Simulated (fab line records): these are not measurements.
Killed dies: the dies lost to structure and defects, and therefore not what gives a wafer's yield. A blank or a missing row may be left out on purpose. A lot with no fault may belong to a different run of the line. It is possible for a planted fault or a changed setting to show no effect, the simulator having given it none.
Which tool was responsible? | flow nand harc | 13 lots, 39 wafers sampled, at 2 steps of a route of 1302

## WHAT THE GAUGES SHOWED, per wafer
NHARC_A_STAIRCASE_INSPECT_155.
lot  | measured     | on                | raw defect count
L765 | day 19 04:55 | defect inspect-02 | 434 658 423
L764 | day 19 05:33 | defect inspect-02 | 385 339 426
L766 | day 19 14:56 | defect inspect-01 | 478 384 507
L769 | day 20 21:17 | defect inspect-02 | 615 328 626
L768 | day 20 21:26 | defect inspect-02 | 460 480 364
L770 | day 21 20:18 | defect inspect-01 | 361 388 352
L779 | day 24 23:31 | defect inspect-01 | 333 421 640
L780 | day 26 01:22 | defect inspect-01 | 335 518 405
L781 | day 26 01:28 | defect inspect-02 | 371 640 436
L784 | day 27 04:26 | defect inspect-01 | 429 383 336
L785 | day 27 19:55 | defect inspect-01 | 335 405 488
L786 | day 28 03:15 | defect inspect-01 | 472 432 362
L787 | day 28 05:14 | defect inspect-01 | 328 462 533

NHARC_A_SGD_CUT_CD_MEAS_09: target cd 100 nm.
lot  | measured     | on        | cd nm (nm)
L765 | day 19 05:43 | cd sem-03 | 99.7 100.9 100.4
L764 | day 19 06:20 | cd sem-02 | 99.3 99.5 99.7
L766 | day 19 15:44 | cd sem-02 | 100.3 99.7 100.2
L769 | day 20 21:56 | cd sem-01 | 99.7 100.4 100.1
L768 | day 20 22:14 | cd sem-03 | 100.5 99.5 99.5
L770 | day 21 20:58 | cd sem-03 | 98.6 98.9 99.8
L779 | day 25 00:23 | cd sem-02 | 100.5 100.3 99.7
L780 | day 26 02:10 | cd sem-02 | 99.9 100.7 100.2
L781 | day 26 02:19 | cd sem-02 | 99.6 98.8 99.5
L784 | day 27 05:13 | cd sem-03 | 100.7 100.5 100.2
L785 | day 27 20:50 | cd sem-02 | 100.4 100.3 100.8
L786 | day 28 04:03 | cd sem-02 | 99.5 99.8 100.1
L787 | day 28 05:54 | cd sem-02 | 99.8 99.8 99.7

## TOOL THAT RAN EACH LOT (tool first, then ch and the chambers of the sampled wafers, then the start)
The record holds no process step before these readings.

## AS READ BY THE TOOLS THEMSELVES (means over the sampled wafers that have a number; for cases with no such wafer, the mark the record gives instead)
The record holds no such reading with a usual standard deviation.

## THE ANSWER, worked out from the rows above alone
Rule: the lots themselves supply what counts as usual. Put in order of their means at a reading, lots are off if they are a third of the lots or fewer, leave a main group of 4 or more, and stand apart from it by a gap of 3 or more times the standard deviation of the main group's means; of several such gaps the widest counts. A main group whose means are all the same, to the digits that the tables above print for the reading, isn't used. A lot without any number at a reading at which 4 lots or more have one is off too. All remaining lots with rows at the step are treated as sound. First the gauges in route order, then the tools' own readings, where a lot's mean is used as printed above. At the first step where some lot is off, the reading lying furthest off is the one used; lots without a number count as furthest.
No lot is off at any reading shown: from this, nothing can be told.

## WHAT HAD BEEN PUT IN BY THE SIMULATOR
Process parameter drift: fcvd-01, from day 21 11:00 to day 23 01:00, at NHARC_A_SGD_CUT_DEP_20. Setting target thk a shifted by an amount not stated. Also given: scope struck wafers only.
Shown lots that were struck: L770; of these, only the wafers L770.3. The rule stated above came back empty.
